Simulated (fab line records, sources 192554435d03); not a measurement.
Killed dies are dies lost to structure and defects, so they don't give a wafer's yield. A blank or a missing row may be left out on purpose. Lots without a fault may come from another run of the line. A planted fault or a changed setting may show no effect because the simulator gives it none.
Split-lot experiment | flow n5_finfet | 7 lots, 21 wafers read, on a route of 1938 steps

THE SPLIT
At N5_BEOL_M3_VIA_ETCH_34 (etches the open film in C4F6/O2, target depth 69.4 nm, time 65.9 s), the setting bias_w was moved away from the recipe's 170 W on 5 of the 21 wafers read, by -17.6% to +15.4%. The other wafers ran this setting at the recipe's value.

The reading is taken at the split's own step.

THE READING
rf_vpp_V, in V, at N5_BEOL_M3_VIA_ETCH_34 (etches the open film in C4F6/O2, target depth 69.4 nm, time 65.9 s). Fault-free wafers of this fab line usually give 667 V, standard deviation 17 V.

wafer  | tool, chamber at the split | bias_w as run, W | against the recipe | rf_vpp_V, V | against lot-mates on the recipe
L076.1 | rie_diel-05, 0             | 147              | -13.5%             | 605         | -64
L076.2 | rie_diel-05, 2             | 170              | recipe             | 646         | -
L076.3 | rie_diel-05, 3             | 170              | recipe             | 693         | -
L075.1 | rie_diel-04, 2             | 170              | recipe             | 690         | -
L075.5 | rie_diel-04, 0             | 170              | recipe             | 662         | -
L075.6 | rie_diel-04, 2             | 170              | recipe             | 690         | -
L080.1 | rie_diel-05, 2             | 170              | recipe             | 645         | -
L080.3 | rie_diel-05, 0             | 170              | recipe             | 677         | -
L080.5 | rie_diel-05, 1             | 170              | recipe             | 638         | -
L083.2 | rie_diel-04, 1             | 170              | recipe             | 668         | -
L083.3 | rie_diel-04, 0             | 170              | recipe             | 662         | -
L083.4 | rie_diel-04, 3             | 170              | recipe             | 653         | -
L092.1 | rie_diel-04, 1             | 170              | recipe             | 667         | -
L092.4 | rie_diel-04, 0             | 170              | recipe             | 663         | -
L092.5 | rie_diel-04, 3             | 140.9            | -17.1%             | 562         | -103
L094.1 | rie_diel-06, 2             | 196.1            | +15.4%             | 762         | +81
L094.2 | rie_diel-06, 1             | 196.1            | +15.4%             | 761         | +80
L094.4 | rie_diel-06, 2             | 170              | recipe             | 681         | -
L096.1 | rie_diel-04, 1             | 170              | recipe             | 669         | -
L096.2 | rie_diel-04, 0             | 170              | recipe             | 664         | -
L096.3 | rie_diel-04, 3             | 140.1            | -17.6%             | 560         | -106

THE FIT
A straight line over all 21 wafers: rf_vpp_V changes by +5.91 V for each +1% of bias_w; r = +0.95; the points scatter about the line by 15 V.
The same after taking each lot's own level away (the mean of its wafers on the recipe; 21 wafers): +5.54 V for each +1%; r = +0.96; scatter 12 V.
On that fit, the largest move of bias_w shifts the reading by 98 V.
The lots' own levels span 653.3 to 681.0 V, that is 1.6 times the standard deviation above.
So the lot-to-lot level changes the slope little: the two slopes agree.
Check: with one of the wafers moved furthest among these (-17.6%) left out of the fit, the line predicts -95.2 V for it against its lot-mates. It came out at -106 V against them.
Tool readings at the split's step, against how far the setting was moved: rf_vpp_V r = +0.95.

OTHER SPLITS ON THESE WAFERS
These wafers also went through other splits before the reading. Each is held against what the fit with the lots' levels taken away leaves over:
other split on the same wafers          | wafers away from the commonest value | r with rf_vpp_V (lot level and that fit taken away)
N5_GATE_CUT_COAT_27 spin_rpm            | 5                                    | +0.03
N5_MOL_CONTACT_COAG_SPUTTER_130 power_w | 9                                    | -0.07
N5_BEOL_M0_SAQP_ETCH_107 source_w       | 9                                    | -0.46
N5_BEOL_M1_ILD_DEP_00 time_s            | 4                                    | +0.07
N5_BEOL_M1_PECVD_72 time_s              | 6                                    | +0.22
N5_BEOL_M1_EXPOSE_08 dose_mj            | 9                                    | +0.04
N5_BEOL_M1_ETCH_64 source_w             | 8                                    | -0.05
N5_BEOL_M3_PECVD_72 time_s              | 7                                    | -0.07

THE FILE'S OWN FIT
rf_vpp_V changes by +5.64 V for each +1% of bias_w, r = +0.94.
